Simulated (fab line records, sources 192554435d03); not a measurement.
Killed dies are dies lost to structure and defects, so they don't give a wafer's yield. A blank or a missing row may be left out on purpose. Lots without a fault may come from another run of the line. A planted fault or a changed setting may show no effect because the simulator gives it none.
Split-lot experiment | flow n5_finfet | 7 lots, 39 wafers read, on a route of 1938 steps

THE SPLIT
At N5_SD_EPI_N_ETCH_16 (etches SiO2 in CHF3/O2, target depth 5 nm), the setting target_depth_a was moved away from the recipe's 50 angstrom on 12 of the 39 wafers read, by +24.8% to +34.4%. The other wafers ran this setting at the recipe's value.

The reading is taken at the split's own step.

THE READING
etch.depth_nm (the simulator's own value, which no gauge read), in nm, at N5_SD_EPI_N_ETCH_16 (etches SiO2 in CHF3/O2, target depth 5 nm). The file gives no usual value for it. The 27 wafers here that ran the recipe average 4.954 nm, standard deviation 0.061 nm.

wafer  | tool, chamber at the split | target_depth_a as run, angstrom | against the recipe | etch.depth_nm, nm | against lot-mates on the recipe
L074.2 | rie_diel-05, 3             | 50                              | recipe             | 4.894             | -
L074.4 | rie_diel-05, 1             | 50                              | recipe             | 4.929             | -
L074.6 | rie_diel-05, 2             | 50                              | recipe             | 4.977             | -
L076.1 | rie_diel-03, 1             | 50                              | recipe             | 5.096             | -
L076.2 | rie_diel-03, 3             | 62.4                            | +24.8%             | 6.397             | +1.371
L076.3 | rie_diel-03, 2             | 62.4                            | +24.8%             | 6.099             | +1.073
L076.4 | rie_diel-03, 0             | 62.4                            | +24.8%             | 6.156             | +1.130
L076.5 | rie_diel-03, 0             | 50                              | recipe             | 4.914             | -
L076.6 | rie_diel-03, 1             | 50                              | recipe             | 5.067             | -
L079.1 | rie_diel-01, 2             | 50                              | recipe             | 5.001             | -
L079.2 | rie_diel-01, 1             | 50                              | recipe             | 5.003             | -
L079.3 | rie_diel-01, 3             | 50                              | recipe             | 4.973             | -
L079.4 | rie_diel-01, 1             | 50                              | recipe             | 4.954             | -
L079.5 | rie_diel-01, 2             | 50                              | recipe             | 5.009             | -
L079.6 | rie_diel-01, 3             | 50                              | recipe             | 4.967             | -
L083.1 | rie_diel-01, 2             | 50                              | recipe             | 4.978             | -
L083.2 | rie_diel-01, 3             | 50                              | recipe             | 4.951             | -
L083.3 | rie_diel-01, 1             | 50                              | recipe             | 4.954             | -
L083.4 | rie_diel-01, 0             | 64.5                            | +29.0%             | 6.3               | +1.339
L083.5 | rie_diel-01, 1             | 64.5                            | +29.0%             | 6.397             | +1.436
L083.6 | rie_diel-01, 0             | 64.5                            | +29.0%             | 6.291             | +1.330
L088.1 | rie_diel-05, 1             | 50                              | recipe             | 4.842             | -
L088.2 | rie_diel-05, 0             | 64.69                           | +29.4%             | 6.503             | +1.633
L088.3 | rie_diel-05, 3             | 64.69                           | +29.4%             | 6.356             | +1.486
L088.4 | rie_diel-05, 2             | 64.69                           | +29.4%             | 6.289             | +1.419
L088.5 | rie_diel-05, 3             | 50                              | recipe             | 4.919             | -
L088.6 | rie_diel-05, 2             | 50                              | recipe             | 4.848             | -
L092.1 | rie_diel-05, 1             | 67.21                           | +34.4%             | 6.536             | +1.603
L092.2 | rie_diel-05, 3             | 50                              | recipe             | 4.939             | -
L092.3 | rie_diel-05, 0             | 67.21                           | +34.4%             | 6.818             | +1.885
L092.4 | rie_diel-05, 3             | 67.21                           | +34.4%             | 6.565             | +1.632
L092.5 | rie_diel-05, 1             | 50                              | recipe             | 4.835             | -
L092.6 | rie_diel-05, 0             | 50                              | recipe             | 5.026             | -
L093.1 | rie_diel-01, 0             | 50                              | recipe             | 4.971             | -
L093.2 | rie_diel-01, 1             | 50                              | recipe             | 4.897             | -
L093.3 | rie_diel-01, 2             | 50                              | recipe             | 4.97              | -
L093.4 | rie_diel-01, 3             | 50                              | recipe             | 4.931             | -
L093.5 | rie_diel-01, 2             | 50                              | recipe             | 4.984             | -
L093.6 | rie_diel-01, 3             | 50                              | recipe             | 4.922             | -

THE FIT
A straight line over all 39 wafers: etch.depth_nm changes by +0.0488 nm for each +1% of target_depth_a; r = +0.99; the points scatter about the line by 0.081 nm.
The same after taking each lot's own level away (the mean of its wafers on the recipe; 39 wafers): +0.0492 nm for each +1%; r = +0.99; scatter 0.075 nm.
On that fit, the largest move of target_depth_a shifts the reading by 1.7 nm.
The lots' own levels span 4.8697 to 5.0257 nm, that is 2.6 times the standard deviation above.
So the lot-to-lot level changes the slope little: the two slopes agree.
Check: with one of the wafers moved furthest among these (+34.4%) left out of the fit, the line predicts +1.71 nm for it against its lot-mates. It came out at +1.6 nm against them.

OTHER SPLITS ON THESE WAFERS
These wafers also went through other splits before the reading. Each is held against what the fit with the lots' levels taken away leaves over:
other split on the same wafers       | wafers away from the commonest value | r with etch.depth_nm (lot level and that fit taken away)
N5_ZERO_LAYER_ETCH_18 target_depth_a | 15                                   | +0.17
N5_FIN_SAQP_PECVD_06 time_s          | 15                                   | +0.09

THE FILE'S OWN FIT
etch.depth_nm changes by +0.0492 nm for each +1% of target_depth_a, r = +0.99.
